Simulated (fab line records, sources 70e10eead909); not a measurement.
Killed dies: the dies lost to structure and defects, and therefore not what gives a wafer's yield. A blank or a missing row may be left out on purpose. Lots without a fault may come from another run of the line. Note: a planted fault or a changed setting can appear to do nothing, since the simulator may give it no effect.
Matching of chambers -- flow nand-harc -- 4 sister chambers for NHARC_P_GATE_ETCH_104 on rie-diel-13
The step etches the open film in CF4/CHF3, target depth 60 nm. 4 wafers are shown with their chamber, then 9 later ones without.

WAFERS WITH THEIR CHAMBER
wafer,chamber,showerhead-plenum-p-Torr (Torr)
L087.3,0,1.58
L089.1,1,1.61
L089.2,3,1.64
L089.5,2,1.50

WAFERS WITHOUT THEIR CHAMBER
wafer,showerhead-plenum-p-Torr (Torr)
L090.1,1.61
L090.3,1.50
L090.6,1.64
L095.1,1.58
L095.2,1.50
L095.4,1.64
L097.1,1.50
L097.2,1.64
L097.6,1.60

WHICH CHAMBER EACH ONE RAN IN
wafer,from the rows above,in truth
L090.1,1,1
L090.3,2,2
L090.6,3,3
L095.1,0,0
L095.2,2,2
L095.4,3,3
L097.1,2,2
L097.2,3,3
L097.6,1,1
9 of 9 placed correctly. From these rows, 0 cannot be placed. Number placed wrongly: 0.
How it was worked out, from the rows above alone: a wafer's distance from a chamber is the root of the sum, over the readings, of the square of ((its reading less the chamber's mean) divided by the reading's scatter). If the next closest chamber is less than 2 further off than the closest, the wafer can't be placed; otherwise it belongs to the closest. The mean given for a chamber averages the wafers shown for that chamber. The scatter (one wafer shown for each chamber): square how far every hidden wafer sits from the nearest shown wafer, average those squares and take the square root.
